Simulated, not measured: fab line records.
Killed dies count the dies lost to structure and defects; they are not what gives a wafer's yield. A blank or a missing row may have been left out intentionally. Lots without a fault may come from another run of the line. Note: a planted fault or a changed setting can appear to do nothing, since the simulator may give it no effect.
Chamber matching | flow n5Finfet | N5_BEOL_M5_DEP_56 on pecvd-01: 3 sister chambers
The step deposits SiCN from 3MS/NH3, target thk 8 nm, time 14 s. 22 wafers are shown with their chamber, then 11 later ones without.

## WAFERS, EACH WITH ITS CHAMBER
wafer  | chamber | throttleValvePct (%) | showerheadPlenumPTorr (Torr)
L080.1 | 1       | 10.7                 | 3.688
L080.2 | 0       | 8.9                  | 3.648
L080.4 | 0       | 8.9                  | 3.651
L081.2 | 1       | 10.6                 | 3.684
L081.3 | 1       | 10.6                 | 3.694
L081.6 | 1       | 10.7                 | 3.677
L083.1 | 0       | 8.9                  | 3.648
L083.2 | 1       | 10.6                 | 3.689
L083.5 | 0       | 9.1                  | 3.636
L084.2 | 1       | 10.4                 | 3.682
L084.4 | 1       | 10.6                 | 3.696
L084.5 | 0       | 9.0                  | 3.642
L086.1 | 0       | 9.1                  | 3.644
L086.4 | 0       | 9.2                  | 3.652
L086.5 | 2       | 8.9                  | 3.667
L089.3 | 1       | 10.9                 | 3.692
L089.4 | 1       | 10.8                 | 3.688
L089.6 | 2       | 9.0                  | 3.663
L091.2 | 2       | 8.9                  | 3.664
L091.3 | 0       | 9.2                  | 3.661
L091.5 | 1       | 10.2                 | 3.687
L092.2 | 1       | 10.6                 | 3.689

SIGNATURES (averages over the wafers above)
reading               | chamber 0 | chamber 1 | chamber 2 | scatter within a chamber
throttleValvePct      | 9.037     | 10.609    | 8.933     | 0.158
showerheadPlenumPTorr | 3.64775   | 3.68782   | 3.66467   | 0.00603
Rule: a wafer's distance from a chamber is the root of the sum, over the readings, of the square of ((its reading less the chamber's mean) divided by the reading's scatter). If the next closest chamber is less than 2 further off than the closest, the wafer can't be placed; otherwise it belongs to the closest. The scatter: the root of (the sum of the squares of (reading less its chamber's mean) over the shown wafers, divided by (wafers less chambers)).

## WAFERS WHOSE CHAMBER IS MISSING
wafer  | throttleValvePct (%) | showerheadPlenumPTorr (Torr)
L092.4 | 10.7                 | 3.684
L092.5 | 8.9                  | 3.659
L093.1 | 9.0                  | 3.666
L093.5 | 10.3                 | 3.686
L093.6 | 9.0                  | 3.654
L094.2 | 9.1                  | 3.664
L094.4 | 8.9                  | 3.669
L094.6 | 10.7                 | 3.687
L097.2 | 8.9                  | 3.648
L097.3 | 9.2                  | 3.645
L097.4 | 8.7                  | 3.670

## CHAMBER TAKEN BY EACH
wafer  | from the rows above     | in truth
L092.4 | 1                       | 1
L092.5 | can't be placed: 2 or 0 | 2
L093.1 | 2                       | 2
L093.5 | 1                       | 1
L093.6 | can't be placed: 0 or 2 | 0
L094.2 | can't be placed: 2 or 0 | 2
L094.4 | 2                       | 2
L094.6 | 1                       | 1
L097.2 | can't be placed: 0 or 2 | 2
L097.3 | 0                       | 0
L097.4 | 2                       | 2
Placed correctly: 7 of 11. Cannot be placed on the basis of these rows: 4; the candidates contain the true chamber in 4. Placed wrongly: 0.
